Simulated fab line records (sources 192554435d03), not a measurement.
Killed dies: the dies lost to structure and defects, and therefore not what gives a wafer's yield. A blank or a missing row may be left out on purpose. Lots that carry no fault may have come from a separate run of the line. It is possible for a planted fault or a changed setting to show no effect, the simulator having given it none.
Split-lot experiment    flow n5Finfet    route with 1938 steps; 7 lots, 21 wafers read

ABOUT THE SPLIT
At N5_FIN_CUT_EXPOSE_05 (exposes mask FIN CUT), the setting doseMj was moved away from the recipe's 45.75 on 8 of the 21 wafers read, by -7.5% to +7.5%. This setting was run at the recipe's value on the other wafers.

FROM THE SPLIT TO THE READING: what the file shows between them, 2 steps
- N5_FIN_CUT_PEB_06: peb time 60 s
- N5_FIN_CUT_DEVELOP_07: develop time 30 s

THE READING
Shown in nm: cdNm at N5_FIN_CUT_CD_MEAS_08, with target cd 29.1 nm. A value of 29.09 nm with a standard deviation of 0.24 nm is what fault-free wafers of this fab line usually give.

wafer   tool, chamber at the split  doseMj as run  against the recipe  cdNm, nm  against lot-mates on the recipe
L074.2  euvScanner-02, 0            45.75          recipe              29.35     -
L074.3  euvScanner-02, 0            48.18          +5.3%               30.08     +0.73
L074.5  euvScanner-02, 0            48.18          +5.3%               30.06     +0.71
L076.1  euvScanner-01, 0            42.44          -7.2%               28.12     -1.12
L076.4  euvScanner-01, 0            45.75          recipe              29.26     -
L076.6  euvScanner-01, 0            45.75          recipe              29.22     -
L077.1  euvScanner-02, 0            45.75          recipe              28.80     -
L077.3  euvScanner-02, 0            43.15          -5.7%               27.71     -1.06
L077.5  euvScanner-02, 0            45.75          recipe              28.74     -
L082.2  euvScanner-01, 0            45.75          recipe              28.98     -
L082.3  euvScanner-01, 0            45.75          recipe              29.02     -
L082.6  euvScanner-01, 0            45.75          recipe              28.71     -
L086.1  euvScanner-01, 0            49.16          +7.5%               30.13     +1.16
L086.2  euvScanner-01, 0            49.16          +7.5%               30.31     +1.34
L086.5  euvScanner-01, 0            45.75          recipe              28.97     -
L091.1  euvScanner-02, 0            45.75          recipe              29.18     -
L091.2  euvScanner-02, 0            45.75          recipe              29.13     -
L091.6  euvScanner-02, 0            45.75          recipe              29.68     -
L097.1  euvScanner-01, 0            45.75          recipe              29.27     -
L097.4  euvScanner-01, 0            42.33          -7.5%               27.95     -1.32
L097.5  euvScanner-01, 0            42.33          -7.5%               27.82     -1.45

FIT RESULTS
A straight line over all 21 wafers: cdNm changes by +0.165 nm for each +1% of doseMj; r = +0.94; the points scatter about the line by 0.25 nm.
The same after taking each lot's own level away (the mean of its wafers on the recipe; 21 wafers): +0.168 nm for each +1%; r = +0.98; scatter 0.14 nm.
On that fit, the largest move of doseMj shifts the reading by 1.3 nm.
From 28.770 to 29.350 nm: that is the span of the lots' own levels, equal to 2.4 times the standard deviation above.
Consequently the slope shifts little with the lot-to-lot level, the two slopes agreeing.
Check: for one of the wafers moved furthest among these (-7.5%), held out of the fit, the line's prediction against its lot-mates is -1.27 nm. Against them it came out at -1.32 nm.

THE WHOLE CHAIN: every reading that the file lists as answering this split, in the file's order
step                   what it does                                                              reading                                                              change (the file's fit)                r (the file's)
N5_FIN_CUT_CD_MEAS_08  target cd 29.1 nm                                                         cdNm                                                                 +0.168 nm for each +1% of the setting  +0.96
N5_FIN_CUT_ETCH_30     etches underlayer in N2/H2, target depth 13 nm, time 10.4 s               FIN_CUT.cdOffsetNm (the simulator's own value, which no gauge read)  +0.187 nm for each +1% of the setting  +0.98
N5_FIN_CUT_ETCH_20     etches SiARC in CF4, target depth 26 nm, time 43.3 s                      FIN_CUT.cdOffsetNm (the simulator's own value, which no gauge read)  +0.184 nm for each +1% of the setting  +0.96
N5_FIN_CUT_ETCH_21     etches SOC in N2/H2, target depth 219 nm, overetch 43.8 nm, time 523.5 s  FIN_CUT.cdOffsetNm (the simulator's own value, which no gauge read)  +0.197 nm for each +1% of the setting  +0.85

FILE'S OWN FIT
cdNm changes by +0.168 nm for each +1% of doseMj, r = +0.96.
